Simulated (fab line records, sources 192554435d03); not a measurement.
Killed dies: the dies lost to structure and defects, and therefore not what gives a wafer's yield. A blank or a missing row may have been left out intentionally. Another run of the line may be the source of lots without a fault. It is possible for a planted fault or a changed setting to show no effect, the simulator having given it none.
One fault through the eyes of 2 desks || flow n5_finfet || only its own numbers are on each desk; what lay behind them is given at the end

## FROM THE METROLOGY DESK
Lot by lot, what the gauges showed, no matter which tool ran the lot: averages of those sampled wafers that carry a number. Any lot whose mean is over 4 standard deviations away from the usual mean is out of limits and marked OUT; that distance is given in the brackets.
Columns: A = cd_nm at N5_MOL_CONTACT_COAG_CD_MEAS_99, usual 17.1 nm
{"lot": "L765", "first seen here": "day 5 01:43", "A": 17.2}
{"lot": "L766", "first seen here": "day 5 03:32", "A": 17.2}
{"lot": "L775", "first seen here": "day 8 02:10", "A": 16.9}
{"lot": "L776", "first seen here": "day 8 09:23", "A": 16.9}
{"lot": "L777", "first seen here": "day 8 11:17", "A": 17.6}
{"lot": "L782", "first seen here": "day 9 13:59", "A": 16.7}
{"lot": "L787", "first seen here": "day 10 12:16", "A": 17.0}
This desk found nothing out of limits on any of the 7 lots.

## TOOL OWNER'S DESK, pvd_sputter-03
The tool's own readings at N5_MOL_CONTACT_COAG_SPUTTER_130 (material Co, target thk 47.5 nm): means of the sampled wafers that have a number, for each lot that ran on this tool. Any lot whose mean is over 4 standard deviations away from the usual mean is out of limits and marked OUT; that distance is given in the brackets.
Columns: A = throttle_valve_pct at N5_MOL_CONTACT_COAG_SPUTTER_130, usual 29.9 %
{"lot": "L765", "first seen here": "day 5 07:57", "A": 29.8}
{"lot": "L775", "first seen here": "day 8 06:14", "A": 28.8}
{"lot": "L776", "first seen here": "day 8 14:03", "A": 30.2}
{"lot": "L777", "first seen here": "day 8 16:21", "A": 29.9}
This desk found nothing out of limits on any of the 4 lots.

## BROUGHT TOGETHER
At the metrology desk, nothing out of limits was observed.
Nothing out of limits was seen by the tool owner's desk.

## WHAT WAS PUT IN BY THE SIMULATOR
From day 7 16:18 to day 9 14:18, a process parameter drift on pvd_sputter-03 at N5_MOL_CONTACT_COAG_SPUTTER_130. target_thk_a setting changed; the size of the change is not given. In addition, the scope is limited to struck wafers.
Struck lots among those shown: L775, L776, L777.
